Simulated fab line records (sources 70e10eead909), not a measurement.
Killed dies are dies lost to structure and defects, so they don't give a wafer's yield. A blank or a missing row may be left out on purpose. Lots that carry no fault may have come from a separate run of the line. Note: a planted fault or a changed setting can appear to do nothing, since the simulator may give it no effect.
Which tool was responsible? | flow nand harc | 11 lots with 33 wafers sampled at 4 steps, on a route of 1302 steps

== WHAT EACH GAUGE READ, for each wafer ==
NHARC_P_STI_OVL_MEAS_10. Usual: overlay x nm 2 nm, standard deviation 5.2; overlay y nm 1 nm, standard deviation 5.
lot  | measured     | on         | overlay x nm (nm) | overlay y nm (nm) | flag
L699 | day 4 02:55  | overlay-01 | -4 -4 -3          | 6 5 6             |
L701 | day 4 21:43  | overlay-02 | -7 -6 -6          | -5 -5 -5          |
L704 | day 6 02:13  | overlay-01 | 9 9 9             | 1 1 0             |
L711 | day 9 00:37  | overlay-02 | 0 0 0             | 1 1 1             |
L712 | day 9 12:43  | overlay-01 | -3 -4 -3          | -3 -3 -3          |
L713 | day 9 21:30  | overlay-02 | -5 -5 -5          | 3 4 4             |
L714 | day 10 07:16 | overlay-02 | 9 9 9             | 2 2 2             |
L715 | day 10 17:21 | overlay-02 | 11 11 10          | -10 -10 -10       |
L716 | day 11 05:23 | overlay-01 | 0 -1 0            | -7 -7 -7          |
L717 | day 11 13:58 | overlay-02 | 0 0 1             | 4 4 4             |
L719 | day 12 10:31 | overlay-01 | 4 5 5             | -2 -1 -1          |

NHARC_P_GATE_CD_MEAS_26 targets a cd of 120 nm. Usual: cd nm 119.8 nm, standard deviation 0.54.
lot  | measured     | on        | cd nm (nm)        | flag
L699 | day 6 04:38  | cd sem-03 | 120.1 120.4 120.1 |
L701 | day 7 03:46  | cd sem-03 | 119.4 120.1 119.8 |
L704 | day 8 10:12  | cd sem-02 | 115.7 114.9 114.8 | OFF
L711 | day 11 02:28 | cd sem-01 | 119.8 120.5 119.0 |
L712 | day 11 22:23 | cd sem-02 | 120.4 120.1 119.8 |
L713 | day 12 02:11 | cd sem-02 | 119.0 119.9 119.1 |
L714 | day 12 13:16 | cd sem-03 | 120.2 120.0 120.4 |
L715 | day 12 19:55 | cd sem-02 | 118.7 120.0 120.3 |
L716 | day 13 16:38 | cd sem-03 | 118.9 118.9 120.2 |
L717 | day 13 18:59 | cd sem-01 | 119.4 119.7 119.1 |
L719 | day 14 18:27 | cd sem-01 | 119.9 119.7 120.7 |

== WHAT TOOL EACH LOT RAN ON (gives the tool, then ch and the chambers of the sampled wafers, and finally the start) ==
lot  | NHARC_P_STI_ETCH_15              | NHARC_P_GATE_EXPOSE_23
L699 | rie si-05 ch 1,2,3, day 4 03:22  | arfi scanner-01 ch 0, day 6 04:31
L701 | rie si-01 ch 0,1, day 4 22:10    | arfi scanner-03 ch 0, day 7 03:38
L704 | rie si-06 ch 1,2,3, day 6 02:41  | arfi scanner-01 ch 0, day 8 10:04
L711 | rie si-06 ch 0,3, day 9 01:04    | arfi scanner-03 ch 0, day 11 02:20
L712 | rie si-06 ch 0,2, day 9 13:13    | arfi scanner-01 ch 0, day 11 22:15
L713 | rie si-06 ch 0,2,3, day 9 22:00  | arfi scanner-03 ch 0, day 12 02:03
L714 | rie si-05 ch 2,3, day 10 07:43   | arfi scanner-01 ch 0, day 12 13:08
L715 | rie si-06 ch 0,1,2, day 10 17:49 | arfi scanner-03 ch 0, day 12 19:47
L716 | rie si-01 ch 0,1,2, day 11 05:50 | arfi scanner-02 ch 0, day 13 16:29
L717 | rie si-05 ch 0,2,3, day 11 14:28 | arfi scanner-03 ch 0, day 13 18:51
L719 | rie si-06 ch 0,2, day 12 10:58   | arfi scanner-02 ch 0, day 14 18:19
- NHARC_P_STI_ETCH_15: etches the open film in HBr/Cl2, target depth 300 nm, time 100.1 s.
- NHARC_P_GATE_EXPOSE_23: exposes mask P GATE, target cd 120 nm.

== AS READ BY THE TOOLS THEMSELVES (means over the sampled wafers that have a number; for cases with no such wafer, the mark the record gives instead) ==
NHARC_P_STI_ETCH_15. Usual: drypump motor current A 5.8 A, standard deviation 0.57; hbr flow sccm 149.9 sccm, standard deviation 0.44; oes product au 0.993 a.u., standard deviation 0.0096; throttle valve pct 26.404 %, standard deviation 0.0089.
lot  | tool      | drypump motor current A (A) | hbr flow sccm (sccm) | oes product au (a.u.) | throttle valve pct (%) | flag
L699 | rie si-05 | 5.7                         | 149.7                | 0.998                 | 26.400                 |
L701 | rie si-01 | 6.1                         | 150.2                | 1.003                 | 26.408                 |
L704 | rie si-06 | 5.5                         | 150.1                | 0.991                 | 26.414                 |
L711 | rie si-06 | 5.4                         | 149.1                | 0.992                 | 26.406                 |
L712 | rie si-06 | 5.8                         | 149.6                | 0.983                 | 26.409                 |
L713 | rie si-06 | 5.3                         | 150.0                | 0.996                 | 26.408                 |
L714 | rie si-05 | 5.7                         | 150.4                | 0.997                 | 26.407                 |
L715 | rie si-06 | 5.9                         | 150.2                | 0.997                 | 26.399                 |
L716 | rie si-01 | 6.0                         | 150.0                | 0.998                 | 26.405                 |
L717 | rie si-05 | 5.6                         | 150.1                | 0.999                 | 26.401                 |
L719 | rie si-06 | 5.2                         | 149.8                | 0.986                 | 26.402                 |

NHARC_P_GATE_EXPOSE_23. Usual: exposure dose mJ cm2 93.92, standard deviation 0.089.
lot  | tool            | exposure dose mJ cm2 | flag
L699 | arfi scanner-01 | 93.89                |
L701 | arfi scanner-03 | 93.92                |
L704 | arfi scanner-01 | 93.79                |
L711 | arfi scanner-03 | 93.96                |
L712 | arfi scanner-01 | 93.99                |
L713 | arfi scanner-03 | 93.89                |
L714 | arfi scanner-01 | 93.97                |
L715 | arfi scanner-03 | 93.89                |
L716 | arfi scanner-02 | 93.94                |
L717 | arfi scanner-03 | 93.92                |
L719 | arfi scanner-02 | 93.92                |

== THE ANSWER, worked out from the rows above alone ==
Rule: a lot is off if the mean of its wafers that have a number lies more than 3 standard deviations from the usual mean. A lot without any number at a reading at which 4 lots or more have one is off too. Where the step has rows for the other lots, those lots are counted as sound. Order of review: gauges by route order, followed by the tools' own readings, for which a lot's mean as printed above is used. At the first step where some lot is off, the reading lying furthest off is the one used; lots without a number count as furthest.
Off: L704, at NHARC_P_GATE_CD_MEAS_26 (cd nm).
If a tool, at a process step before that reading, ran all the lots that are off and no sound lot after the first of them, it fits. Gauges at NHARC_P_GATE_CD_MEAS_26: tried the same way as those tools. No candidate that was tried fits.

== WHAT WAS PUT IN BY THE SIMULATOR ==
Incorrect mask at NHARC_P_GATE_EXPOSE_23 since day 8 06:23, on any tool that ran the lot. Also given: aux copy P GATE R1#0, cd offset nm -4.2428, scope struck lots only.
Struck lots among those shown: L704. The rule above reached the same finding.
